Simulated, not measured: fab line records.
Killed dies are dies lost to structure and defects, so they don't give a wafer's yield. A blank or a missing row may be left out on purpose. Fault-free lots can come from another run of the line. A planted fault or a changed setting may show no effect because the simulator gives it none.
fab line records -- flow n5-finfet
record: lots: 10, wafers: 30, last-day: 19
route steps=1938 shown BEOL_M4@1111 BEOL_M6@1215 PASSIVATION@1936
lots with no fault: from the same line, run without faults
start-h: hours from the record's opening day to when the first of the lot's shown wafers began -- wait-h: hours from the lot's prior step to this one -- " unchanged from the row above -- L1.1+2: one row covering several wafers at once -- - no value, or no start given -- * or withheld: withheld -- < > ~ a bound
route shown NAME@n: NAME is a module with steps in the file, n the number in the route of the first one -- usual: average and standard deviation across the fault-free wafers -- same: alike in all rows -- chamber/n: place in a boat -- sites: per-site readings -- _std_site: their standard deviation -- _edge_site: inner sites' mean taken away from outer sites' mean -- radius-mm: how far each site lies from the wafer's centre -- mask NAME#n: copy n -- behind: the most recent tool/chamber to have shaped the wafer -- hold: why the lot went on hold/how many hours it stayed there/how the hold came to an end -- device: the n, p or np transistor that did not switch -- end of line: the tests these same wafers got at the end of their route -- for a step that has no rows: nothing shown but its recipe -- killed: not the wafer's yield, but the dies lost to structure and defects at the first sort -- map: a wafer's dies, marking killed ones x, the rest . and places with no die _
set.NAME: the setting that was run; set.NAME@STEP: the one run at that earlier step -- model.NAME: the simulator's own value behind a step, which no gauge read
one table for each step of the route and one row for each wafer, over a sample of lots
services: when a tool's chamber went out of use (start-h, in hours from the record's first day, below 0 if earlier), for how many hours, and the reason
== steps ==
step: N5_BEOL_M4_RC_MEAS_101
usual: DIBL_N: 36.1/1.4, DIBL_P: 36.3/1.4, IOFF_N: 0.154/0.021, IOFF_P: 0.21/0.032, ION_N: 670/8.1, ION_P: 461/7, SS_N: 71.4/0.49, SS_P: 73.3/0.5, VT_N: 250.4/2.6, VT_P: -250/3.7
lot.wafer,tool,chamber,start-h,wait-h,DIBL_N[mV/V],DIBL_P[mV/V],IOFF_N[nA/um],IOFF_P[nA/um],ION_N[uA/um],ION_P[uA/um],SS_N[mV/dec],SS_P[mV/dec],VT_N[mV],VT_P[mV]
L128.4,prober-02,0,184.87,0.5,35.2,35.6,0.146,0.18,664,451,72.2,73.3,253.0,-256
L128.5,prober-02,0,184.87,0.5,36.5,37.4,0.168,0.20,671,454,72.1,74.0,251.3,-255
L128.6,prober-02,0,184.87,0.5,34.0,34.8,0.126,0.17,669,453,71.1,73.0,252.2,-253
L130.1,prober-01,0,205.64,0.0,36.2,36.9,0.161,0.19,672,455,70.7,73.9,249.6,-253
L130.3,prober-01,0,205.64,0.0,36.6,38.1,0.170,0.21,673,459,71.9,74.1,250.5,-256
L130.4,prober-01,0,205.64,0.0,38.0,40.1,0.195,0.25,679,464,71.2,73.9,248.4,-248
L141.1,prober-01,0,260.26,0.0,34.6,35.6,0.141,0.17,676,457,71.6,73.4,252.6,-256
L141.3,prober-01,0,260.26,0.0,35.1,35.7,0.139,0.16,673,448,71.4,73.7,254.0,-257
L141.6,prober-01,0,260.26,0.0,32.7,31.8,0.103,0.12,649,439,70.6,72.3,258.4,-259
L139.4,prober-01,0,272.69,0.5,36.6,36.9,0.168,0.25,666,461,71.9,73.8,248.4,-245
L139.5,prober-01,0,272.69,0.5,35.7,36.5,0.154,0.23,666,464,71.9,73.5,250.2,-249
L139.6,prober-01,0,272.69,0.5,35.4,35.8,0.154,0.23,668,461,72.2,73.0,253.2,-250
L143.1,prober-01,0,275.56,0.0,36.9,36.0,0.148,0.18,666,446,71.9,73.8,250.2,-253
L143.4,prober-01,0,275.56,0.0,37.6,36.3,0.162,0.19,672,455,71.6,73.4,248.8,-254
L143.6,prober-01,0,275.56,0.0,37.7,35.9,0.162,0.19,672,452,71.9,73.0,248.8,-251
L140.1,prober-02,0,279.51,0.0,36.4,34.8,0.144,0.23,660,461,71.1,73.0,251.6,-247
L140.4,prober-02,0,279.51,0.0,36.7,35.0,0.152,0.23,663,473,71.6,73.3,248.9,-244
L140.5,prober-02,0,279.51,0.0,36.9,35.0,0.156,0.23,657,461,72.1,72.7,249.1,-247
L145.4,prober-01,0,281.82,0.5,34.4,34.7,0.139,0.18,681,467,71.0,72.9,249.3,-251
L145.5,prober-01,0,281.82,0.5,34.2,34.4,0.137,0.19,682,461,70.4,73.2,250.0,-250
L145.6,prober-01,0,281.82,0.5,36.5,35.7,0.171,0.20,669,459,70.6,73.6,246.5,-249
L149.2,prober-02,0,312.62,0.2,35.7,36.6,0.149,0.21,667,460,71.2,72.6,250.2,-249
L149.3,prober-02,0,312.62,0.2,35.4,36.2,0.144,0.20,667,463,71.3,72.9,253.2,-251
L149.6,prober-02,0,312.62,0.2,35.3,36.6,0.150,0.21,671,465,71.4,73.3,250.8,-248
L148.2,prober-02,0,328.64,0.2,37.8,38.2,0.167,0.22,665,453,71.4,73.6,249.4,-250
L148.4,prober-02,0,328.64,0.2,37.4,37.7,0.154,0.21,661,459,71.3,73.1,250.7,-251
L148.5,prober-02,0,328.64,0.2,38.6,39.7,0.186,0.24,679,463,71.7,73.4,250.4,-251
L150.3,prober-01,0,339.87,0.3,38.4,39.0,0.203,0.27,669,463,72.2,74.1,247.8,-246
L150.4,prober-01,0,339.87,0.3,36.3,36.1,0.148,0.21,668,465,71.8,73.2,252.4,-250
L150.6,prober-01,0,339.87,0.3,37.2,37.6,0.176,0.25,677,469,71.7,73.3,249.6,-245
step: N5_BEOL_M6_HM_OPEN_17
recipe: chemistry: Cl2/BCl3, target-depth-a: 200, overetch-a: 60, target: TiN, mask-material: SOC, ion-energy-ev: 150, pressure-mtorr: 10, icp-w: 1000, bias-w: 126, Cl2_flow_sccm: 53.25, bcl3-flow-sccm: 21.75, Ar_flow_sccm: 25
usual: drypump-motor-current-A: 5.7/0.52, mfc-ar-sccm: 25.00/0.08, oes-product-au: 0.66/0.068, throttle-valve-pct: 22.17/0.1
lot.wafer,tool,chamber,start-h,wait-h,drypump-motor-current-A,mfc-ar-sccm,oes-product-au,rf-hours-counter-h,throttle-valve-pct
L128.4,rie-metal-02,1,199.07,0.1,5.5,24.95,0.77,-,21.98
L128.5,rie-metal-02,0,199.07,0.1,5.5,24.99,0.63,-,22.17
L128.6,rie-metal-02,1,199.07,0.1,5.5,25.08,0.78,-,21.98
L130.1,rie-metal-03,0,221.96,0.0,5.0,25.17,0.59,78,22.22
L130.3,rie-metal-03,1,221.96,0.0,5.5,24.99,0.68,-,22.07
L130.4,rie-metal-03,0,221.96,0.0,5.0,25.07,0.59,-,22.22
L141.1,rie-metal-03,0,276.63,0.0,5.0,24.98,0.58,83,22.22
L141.3,rie-metal-03,1,276.63,0.0,5.5,25.07,0.67,-,22.07
L141.6,rie-metal-03,0,276.63,0.0,5.0,25.08,0.58,-,22.24
L139.4,rie-metal-01,0,288.97,0.1,5.4,24.98,0.74,-,22.11
L139.5,rie-metal-01,0,288.97,0.1,5.4,24.97,0.74,-,22.11
L139.6,rie-metal-01,1,288.97,0.1,6.5,25.08,0.60,-,22.30
L143.1,rie-metal-01,1,296.62,0.0,6.5,25.03,0.59,71,22.32
L143.4,rie-metal-01,0,296.62,0.0,5.4,25.06,0.73,-,22.15
L143.6,rie-metal-01,1,296.62,0.0,6.5,24.82,0.59,-,22.30
L140.1,rie-metal-01,0,297.24,0.0,5.4,24.97,0.73,21,22.14
L140.4,rie-metal-01,1,297.24,0.0,6.5,25.08,0.60,-,22.30
L140.5,rie-metal-01,0,297.24,0.0,5.4,25.00,0.74,-,22.12
L145.4,rie-metal-01,1,300.47,0.1,6.6,24.92,0.60,-,22.30
L145.5,rie-metal-01,1,300.47,0.1,6.5,25.05,0.60,-,22.29
L145.6,rie-metal-01,0,300.47,0.1,5.4,25.13,0.74,-,22.10
L149.2,rie-metal-02,1,326.89,0.0,5.5,24.90,0.72,16,21.99
L149.3,rie-metal-02,1,326.89,0.0,5.5,24.90,0.72,-,21.99
L149.6,rie-metal-02,0,326.89,0.0,5.5,24.75,0.61,-,22.20
L148.2,rie-metal-01,1,345.65,0.0,6.5,25.07,0.60,76,22.28
L148.4,rie-metal-01,0,345.65,0.0,5.4,24.86,0.72,-,22.13
L148.5,rie-metal-01,1,345.65,0.0,6.5,25.07,0.59,-,22.29
L150.3,rie-metal-01,1,353.80,0.1,6.5,24.97,0.59,-,22.29
L150.4,rie-metal-01,0,353.80,0.1,5.4,24.97,0.72,-,22.13
L150.6,rie-metal-01,1,353.80,0.1,6.5,24.97,0.59,-,22.30
step: N5_BEOL_M6_CD_MEAS_28
recipe: target-cd-nm: 40, landing-energy-ev: 500, detector: se-inlens
usual: cd-nm: 40.05/0.23
lot.wafer,tool,chamber,start-h,wait-h,cd-nm
L128.4,cd-sem-02,0,200.40,-,40.07
L128.5,cd-sem-02,0,200.40,-,39.89
L128.6,cd-sem-02,0,200.40,-,40.17
L130.1,cd-sem-01,0,223.71,-,39.79
L130.3,cd-sem-01,0,223.71,-,40.36
L130.4,cd-sem-01,0,223.71,-,39.75
L141.1,cd-sem-03,0,278.27,-,39.99
L141.3,cd-sem-03,0,278.27,-,40.14
L141.6,cd-sem-03,0,278.27,-,40.01
L139.4,cd-sem-01,0,289.88,-,40.19
L139.5,cd-sem-01,0,289.88,-,40.19
L139.6,cd-sem-01,0,289.88,-,39.81
L143.1,cd-sem-01,0,298.70,-,39.87
L143.4,cd-sem-01,0,298.70,-,40.39
L143.6,cd-sem-01,0,298.70,-,40.12
L140.1,cd-sem-02,0,298.74,-,40.12
L140.4,cd-sem-02,0,298.74,-,39.92
L140.5,cd-sem-02,0,298.74,-,39.75
L145.4,cd-sem-01,0,301.07,-,39.96
L145.5,cd-sem-01,0,301.07,-,40.14
L145.6,cd-sem-01,0,301.07,-,40.07
L149.2,cd-sem-01,0,327.63,-,39.51
L149.3,cd-sem-01,0,327.63,-,39.84
L149.6,cd-sem-01,0,327.63,-,40.25
L148.2,cd-sem-01,0,347.78,-,40.08
L148.4,cd-sem-01,0,347.78,-,40.05
L148.5,cd-sem-01,0,347.78,-,39.75
L150.3,cd-sem-02,0,354.41,-,39.85
L150.4,cd-sem-02,0,354.41,-,40.24
L150.6,cd-sem-02,0,354.41,-,40.61
step: N5_BEOL_M6_ETCH_41
recipe: chemistry: CH3F/O2, target: SiCN, target-depth-a: 297, taper-deg: 2, time-s: 52, ion-energy-ev: 120, mask-material: TiN, pressure-mtorr: 30, source-w: 395, bias-w: 75, Ar_flow_sccm: 150, CH3F_flow_sccm: 30, O2_flow_sccm: 20
usual: CH3F_flow_sccm: 30.01/0.094, O2_flow_sccm: 20.00/0.056, drypump-motor-current-A: 5.8/0.46, mfc-ar-sccm: 150.0/0.44, oes-product-au: 0.85/0.066, rf-vpp-V: 298.3/1.3, showerhead-plenum-p-Torr: 2.05/0.053, throttle-valve-pct: 16.18/0.18
lot.wafer,tool,chamber,start-h,wait-h,CH3F_flow_sccm,O2_flow_sccm,drypump-motor-current-A,mfc-ar-sccm,oes-product-au,rf-hours-counter-h,rf-vpp-V,showerhead-plenum-p-Torr,throttle-valve-pct
L128.4,rie-diel-02,0,201.43,-,29.99,19.99,5.3,149.5,0.91,18,297.7,2.05,16.37
L128.5,rie-diel-02,3,201.43,-,29.98,19.95,6.7,149.8,0.70,-,297.3,1.98,16.62
L128.6,rie-diel-02,0,201.43,-,29.99,19.98,5.3,150.2,0.92,-,297.2,2.05,16.37
L130.1,rie-diel-01,0,224.75,-,30.09,19.99,5.5,149.9,0.94,13,299.5,2.04,15.95
L130.3,rie-diel-01,3,224.75,-,30.04,19.96,6.0,150.6,0.74,153,296.8,2.00,16.31
L130.4,rie-diel-01,1,224.75,-,29.91,19.99,5.9,149.7,0.87,-,300.9,2.13,15.88
L141.1,rie-diel-01,1,278.98,-,29.89,20.00,5.9,149.9,0.84,55,300.0,2.12,15.93
L141.3,rie-diel-01,0,278.98,-,30.10,20.01,5.5,149.8,0.89,38,298.0,2.03,15.98
L141.6,rie-diel-01,0,278.98,-,30.02,19.99,5.4,150.8,0.88,-,297.7,2.03,16.00
L139.4,rie-diel-02,2,290.61,-,-,-,-,-,-,-,-,-,-
L139.5,rie-diel-02,0,290.61,-,-,-,-,-,-,-,-,-,-
L139.6,rie-diel-02,1,290.61,-,-,-,-,-,-,-,-,-,-
L143.1,rie-diel-02,1,299.13,-,-,-,-,-,-,-,-,-,-
L143.4,rie-diel-02,0,299.13,-,-,-,-,-,-,-,-,-,-
L143.6,rie-diel-02,1,299.13,-,-,-,-,-,-,-,-,-,-
L140.1,rie-diel-01,2,299.27,-,-,-,-,-,-,-,-,-,-
L140.4,rie-diel-01,3,299.27,-,-,-,-,-,-,-,-,-,-
L140.5,rie-diel-01,3,299.27,-,-,-,-,-,-,-,-,-,-
L145.4,rie-diel-02,2,301.51,-,30.11,20.02,6.2,149.7,0.81,-,300.0,2.09,16.14
L145.5,rie-diel-02,1,301.51,-,29.80,20.05,6.3,150.1,0.91,-,295.7,1.96,16.09
L145.6,rie-diel-02,0,301.51,-,29.97,20.06,5.3,149.9,0.85,-,298.9,2.04,16.42
L149.2,rie-diel-02,2,328.06,-,29.92,19.93,6.2,149.7,0.79,123,298.4,2.09,16.18
L149.3,rie-diel-02,3,328.06,-,29.99,19.98,6.7,150.8,0.96,5,298.2,1.97,16.19
L149.6,rie-diel-02,3,328.06,-,30.00,19.95,6.7,150.1,0.96,-,296.5,1.97,16.21
L148.2,rie-diel-02,3,348.21,-,29.93,20.02,6.7,149.8,0.93,13,296.6,1.96,16.21
L148.4,rie-diel-02,1,348.21,-,30.11,20.03,6.3,149.1,0.88,43,295.6,1.96,16.15
L148.5,rie-diel-02,0,348.21,-,30.00,19.98,5.3,149.3,0.83,-,298.7,2.03,16.48
L150.3,rie-diel-03,3,355.01,-,30.08,20.08,5.5,150.3,0.88,-,298.6,2.03,16.10
L150.4,rie-diel-03,1,355.01,-,29.96,20.01,5.8,149.7,0.83,-,298.7,2.11,16.14
L150.6,rie-diel-03,1,355.01,-,30.04,20.01,5.8,149.5,0.84,-,300.9,2.11,16.14
step: N5_PASSIVATION_PROBE_49
usual: defect-limited-yield: 91.0/1.6, killed_at_M0_to_M3: 35/11, killed_at_M4_up: 14/5.1, killed-at-contacts: 12/6.6, killed-at-front-end: 41/12, killed-at-other: 4/3, killed-dies: 107/19, killed-on-rim: 14/4.6, killed-open: 70/15, killed-short: 35/8.5, sort_bin_5_function: 5.3/1, sort_bin_6_memory: 3.4/0.73, sort_bin_8_speed: 0.00/0.007, sort-n-pass: 1073/19, sort-yield-pct: 91.0/1.6
same: gross-dies: 1180, killed-at-back-side: 0, sort_bin_4_leakage[%]: 0
lot.wafer,tool,chamber,start-h,wait-h,defect-limited-yield[%],killed_at_M0_to_M3,killed_at_M4_up,killed-at-contacts,killed-at-front-end,killed-at-other,killed-dies,killed-on-rim,killed-open,killed-short,sort_bin_5_function[%],sort_bin_6_memory[%],sort_bin_8_speed[%],sort-n-pass,sort-yield-pct[%]
L128.4,prober-01,-,303.08,0.3,87.8,45,19,20,46,14,144,24,100,41,7.0,4.8,0,1036,87.8
L128.5,prober-01,-,303.13,0.3,88.2,61,19,24,28,7,139,18,97,41,7.2,4.5,0,1041,88.2
L128.6,prober-01,-,303.18,0.4,88.2,38,20,28,43,10,139,20,98,40,7.6,3.8,0,1041,88.2
L130.1,prober-01,-,319.03,0.0,92.5,26,14,13,35,0,88,12,57,29,4.7,2.3,0,1092,92.5
L130.3,prober-01,-,319.13,0.1,89.1,35,11,13,64,6,129,23,87,38,6.6,3.8,0,1051,89.1
L130.4,prober-01,-,319.18,0.2,93.6,27,7,8,31,3,76,11,44,31,3.1,3.1,0,1104,93.6
L139.4,prober-02,-,377.21,0.2,0,35,1102,10,33,0,1180,152,63,25,97.1,2.5,0,0,0
L139.5,prober-02,-,377.26,0.2,0,29,1083,20,45,3,1180,152,80,25,96.6,3.1,0,0,0
L139.6,prober-02,-,377.31,0.3,0,52,1084,14,27,3,1180,152,78,32,96.0,3.7,0,0,0
L143.1,prober-01,-,383.79,0.0,0,24,1066,19,64,7,1180,152,81,42,95.6,4.2,0,0,0
L143.4,prober-01,-,383.94,0.2,0,22,1098,15,41,4,1180,152,62,41,96.4,3.2,0,0,0
L143.6,prober-01,-,384.04,0.3,0,25,1083,16,52,4,1180,152,67,42,96.2,3.6,0,0,0
L140.1,prober-01,-,388.48,0.0,0,44,1065,13,57,1,1180,152,91,30,96.4,3.3,0,0,0
L140.4,prober-01,-,388.63,0.2,0,29,1073,28,50,0,1180,152,72,45,95.8,3.6,0,0,0
L140.5,prober-01,-,388.68,0.2,0,29,1081,17,53,0,1180,152,81,30,96.1,3.6,0,0,0
L149.2,prober-01,-,419.79,0.1,90.3,37,28,5,40,4,114,16,78,33,5.5,3.5,0,1066,90.3
L149.3,prober-01,-,419.84,0.1,91.9,17,19,3,54,3,96,15,60,35,4.7,2.9,0,1084,91.9
L149.6,prober-01,-,419.99,0.3,92.7,25,6,5,50,0,86,8,55,28,4.4,2.5,0,1094,92.7
L150.3,prober-01,-,457.14,0.1,89.6,54,15,23,29,2,123,9,100,22,6.7,3.5,0,1057,89.6
L150.4,prober-01,-,457.19,0.2,89.0,35,19,22,49,5,130,19,90,40,6.1,4.4,0,1050,89.0
L150.6,prober-01,-,457.29,0.3,90.3,44,21,21,28,0,114,11,86,28,5.6,3.6,0,1066,90.3
killed by level:class
L128.4 BEOL_M0_SAQP:geometric-particle:open=18 STI_FIN_REVEAL:geometric-particle:open=15 MOL_CONTACT_COAG:geometric-particle:open=13 GATE_CUT:geometric-particle:short=11 BEOL_M0_SAQP:geometric-particle:short=8 BEOL_M3:geometric-particle:open=8 BEOL_M2:geometric-particle:open=7 BEOL_M4:geometric-particle:open=7
L128.5 MOL_CONTACT_COAG:geometric-particle:open=22 BEOL_M0_SAQP:geometric-particle:short=19 BEOL_M0_SAQP:geometric-particle:open=18 BEOL_M2:geometric-particle:open=11 STI_FIN_REVEAL:geometric-particle:open=6 BEOL_M1:geometric-particle:open=6 BEOL_M7:geometric-particle:open=6 FIN_SAQP:geometric-particle:open=5
L128.6 MOL_CONTACT_COAG:geometric-particle:open=22 STI_FIN_REVEAL:geometric-particle:open=14 BEOL_M0_SAQP:geometric-particle:open=10 BEOL_M0_SAQP:geometric-particle:short=9 BEOL_M4:geometric-particle:open=8 DUMMY_GATE:geometric-particle:open=7 MOL_CONTACT_COAG:geometric-particle:short=6 BEOL_M2:geometric-particle:open=6
L130.1 MOL_CONTACT_COAG:geometric-particle:open=11 STI_FIN_REVEAL:geometric-particle:open=9 STARTING-WAFER:geometric-particle:short=6 BEOL_M0:geometric-particle:open=6 GATE_CUT:geometric-particle:short=5 BEOL_M1:geometric-particle:open=5 BEOL_M0_SAQP:geometric-particle:open=4 BEOL_M0_SAQP:geometric-particle:short=4
L130.3 STI_FIN_REVEAL:geometric-particle:open=24 BEOL_M3:geometric-particle:open=14 MOL_CONTACT_COAG:geometric-particle:open=13 FIN_SAQP:geometric-particle:open=12 FIN_SAQP:geometric-particle:short=10 BEOL_M0:geometric-particle:short=6 BEOL_M4:coat-microbubble-printed=4 BEOL_M0_SAQP:geometric-particle:open=4
L130.4 FIN_SAQP:geometric-particle:short=8 MOL_CONTACT_COAG:geometric-particle:open=7 BEOL_M0:geometric-particle:short=7 STI_FIN_REVEAL:geometric-particle:open=5 BEOL_M0_SAQP:geometric-particle:short=5 BEOL_M2:geometric-particle:open=5 STARTING-WAFER:geometric-particle:open=5 BEOL_M4:geometric-particle:open=4
L139.4 BEOL_M6:area-etch=1089 BEOL_M0_SAQP:geometric-particle:open=14 MOL_CONTACT_COAG:geometric-particle:open=9 BEOL_M8:geometric-particle:open=7 FIN_SAQP:geometric-particle:open=6 BEOL_M0_SAQP:geometric-particle:short=6 DUMMY_GATE:geometric-particle:open=5 BEOL_M2:geometric-particle:open=5
L139.5 BEOL_M6:area-etch=1075 MOL_CONTACT_COAG:geometric-particle:open=18 STI_FIN_REVEAL:geometric-particle:open=16 FIN_SAQP:geometric-particle:open=9 BEOL_M0_SAQP:geometric-particle:open=9 BEOL_M2:geometric-particle:open=6 FIN_SAQP:geometric-particle:short=5 DUMMY_GATE:geometric-particle:open=5
L139.6 BEOL_M6:area-etch=1070 BEOL_M0_SAQP:geometric-particle:open=15 MOL_CONTACT_COAG:geometric-particle:open=11 BEOL_M0_SAQP:geometric-particle:short=10 BEOL_M2:geometric-particle:open=9 FIN_SAQP:geometric-particle:open=8 BEOL_M0:geometric-particle:open=8 BEOL_M4:geometric-particle:open=7
L143.1 BEOL_M6:area-etch=1054 STI_FIN_REVEAL:geometric-particle:open=18 FIN_SAQP:geometric-particle:short=13 MOL_CONTACT_COAG:geometric-particle:open=13 BEOL_M1:geometric-particle:open=10 BEOL_M4:geometric-particle:open=8 DUMMY_GATE:geometric-particle:open=7 MOL_CONTACT_COAG:geometric-particle:short=6
L143.4 BEOL_M6:area-etch=1076 BEOL_M4:geometric-particle:open=14 MOL_CONTACT_COAG:geometric-particle:open=12 BEOL_M1:geometric-particle:open=11 STI_FIN_REVEAL:geometric-particle:open=10 FIN_SAQP:geometric-particle:short=9 GATE_CUT:geometric-particle:short=7 BEOL_M3:geometric-particle:short=4
L143.6 BEOL_M6:area-etch=1069 MOL_CONTACT_COAG:geometric-particle:open=13 STI_FIN_REVEAL:geometric-particle:open=11 FIN_SAQP:geometric-particle:short=9 BEOL_M1:geometric-particle:open=7 FIN_SAQP:geometric-particle:open=6 GATE_CUT:geometric-particle:short=5 STI_FIN_REVEAL:geometric-particle:short=5
L140.1 BEOL_M6:area-etch=1059 STI_FIN_REVEAL:geometric-particle:open=25 BEOL_M3:geometric-particle:open=14 MOL_CONTACT_COAG:geometric-particle:open=12 FIN_SAQP:geometric-particle:short=7 BEOL_M0:geometric-particle:open=7 BEOL_M0_SAQP:geometric-particle:open=6 BEOL_M1:geometric-particle:open=6
L140.4 BEOL_M6:area-etch=1063 MOL_CONTACT_COAG:geometric-particle:open=23 FIN_SAQP:geometric-particle:short=18 BEOL_M3:geometric-particle:open=13 STI_FIN_REVEAL:geometric-particle:open=8 GATE_CUT:geometric-particle:short=6 MOL_CONTACT_COAG:geometric-particle:short=5 DUMMY_GATE:geometric-particle:open=4
L140.5 BEOL_M6:area-etch=1066 FIN_SAQP:geometric-particle:open=14 BEOL_M3:geometric-particle:open=14 MOL_CONTACT_COAG:geometric-particle:open=11 FIN_SAQP:geometric-particle:short=10 STI_FIN_REVEAL:geometric-particle:open=8 MOL_CONTACT_COAG:geometric-particle:short=6 DUMMY_GATE:geometric-particle:open=5
L149.2 BEOL_M4:geometric-particle:open=17 FIN_SAQP:geometric-particle:open=14 BEOL_M0_SAQP:geometric-particle:short=9 FIN_SAQP:geometric-particle:short=8 BEOL_M3:geometric-particle:open=7 BEOL_M1:geometric-particle:open=7 BEOL_M2:geometric-particle:open=6 BEOL_M0_SAQP:geometric-particle:open=4
L149.3 FIN_SAQP:geometric-particle:open=16 FIN_SAQP:geometric-particle:short=9 STI_FIN_REVEAL:geometric-particle:open=9 BEOL_M4:geometric-particle:open=7 BEOL_M3:geometric-particle:open=6 BEOL_M5:geometric-particle:short=6 BEOL_M0_SAQP:geometric-particle:short=5 STARTING-WAFER:geometric-particle:open=4
L149.6 FIN_SAQP:geometric-particle:open=12 STI_FIN_REVEAL:geometric-particle:open=8 BEOL_M3:geometric-particle:open=7 FIN_SAQP:geometric-particle:short=6 BEOL_M1:geometric-particle:open=5 GATE_CUT:geometric-particle:short=4 MOL_CONTACT_COAG:geometric-particle:open=4 BEOL_M2:geometric-particle:open=4
L150.3 MOL_CONTACT_COAG:geometric-particle:open=19 BEOL_M2:geometric-particle:open=12 BEOL_M1:geometric-particle:open=9 BEOL_M0_SAQP:geometric-particle:open=9 BEOL_M3:geometric-particle:open=9 BEOL_M0_SAQP:geometric-particle:short=8 BEOL_M4:geometric-particle:open=8 STI_FIN_REVEAL:geometric-particle:open=6
L150.4 MOL_CONTACT_COAG:geometric-particle:open=18 BEOL_M3:geometric-particle:open=12 GATE_CUT:geometric-particle:short=9 FIN_SAQP:geometric-particle:short=8 STI_FIN_REVEAL:geometric-particle:open=8 BEOL_M4:geometric-particle:open=7 DUMMY_GATE:geometric-particle:open=5 BEOL_M5:geometric-particle:open=5
L150.6 MOL_CONTACT_COAG:geometric-particle:open=18 BEOL_M4:geometric-particle:open=12 BEOL_M3:geometric-particle:open=9 BEOL_M0_SAQP:geometric-particle:short=9 BEOL_M1:geometric-particle:open=9 BEOL_M0_SAQP:geometric-particle:open=8 BEOL_M2:geometric-particle:open=7 DUMMY_GATE:geometric-particle:open=4
== services ==
tool,chamber,start-h,hours,kind
rie-diel-03,1,178.57,-,clean
rie-diel-03,1,178.57,-,consumable-replace:focus-ring
rie-diel-01,-,179.51,2.4,repair
rie-diel-01,2,218.48,-,clean
rie-diel-01,2,218.48,-,consumable-replace:focus-ring
rie-diel-01,2,218.48,13.2,scheduled-down
rie-diel-01,2,218.48,13.2,vent-cycle
rie-diel-02,-,218.99,14.6,pm
rie-diel-02,-,234.48,0.7,repair
rie-diel-02,0,239.33,8.8,repair
rie-diel-02,1,249.04,33.4,repair
rie-metal-02,-,251.38,1.4,pm
rie-metal-03,1,252.41,7.4,repair
rie-diel-01,3,272.40,9.7,repair
rie-metal-01,1,274.34,2.2,repair
rie-diel-02,-,277.48,10.0,pm
rie-diel-02,3,287.48,-,clean
rie-diel-02,3,287.48,-,consumable-replace:focus-ring
rie-diel-02,3,287.48,26.6,scheduled-down
rie-diel-02,3,287.48,26.6,vent-cycle
rie-diel-02,2,303.68,2.6,repair
rie-diel-03,2,311.50,17.1,repair
rie-diel-03,0,351.69,40.6,repair
rie-diel-03,2,353.13,5.5,repair
== key ==
first-sign: step: N5_BEOL_M6_ETCH_41, reading: tool-record, direction: missing
effect: step: N5_PASSIVATION_PROBE_49, reading: killed_at_M4_up, direction: up, sigmas: 99+, usual: 14, struck: 1082
more-kills-born-at: N5_BEOL_M6_ETCH_41@rie-diel-02: 6433, N5_BEOL_M6_ETCH_41@rie-diel-01: 3188
met-at N5_BEOL_M6_ETCH_41
struck-lots L139,L140,L143
later-rows-left-out L139.4,L139.5,L139.6,L140.1,L140.4,L140.5,L143.1,L143.4,L143.6
not-acting-at N5_BEOL_M6_HM_OPEN_17,N5_BEOL_M6_CD_MEAS_28
onset-between 278.98 290.61
fault: kind: skipped-step-whole, tool: rie-diel-01,rie-diel-02, chamber: -, onset-h: 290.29, steps: N5_BEOL_M6_ETCH_41, scope: struck-lots-only
later-rows-left-out: the simulator's readings of these wafers behind a module that went badly wrong aren't trusted and aren't shown, but for the sort
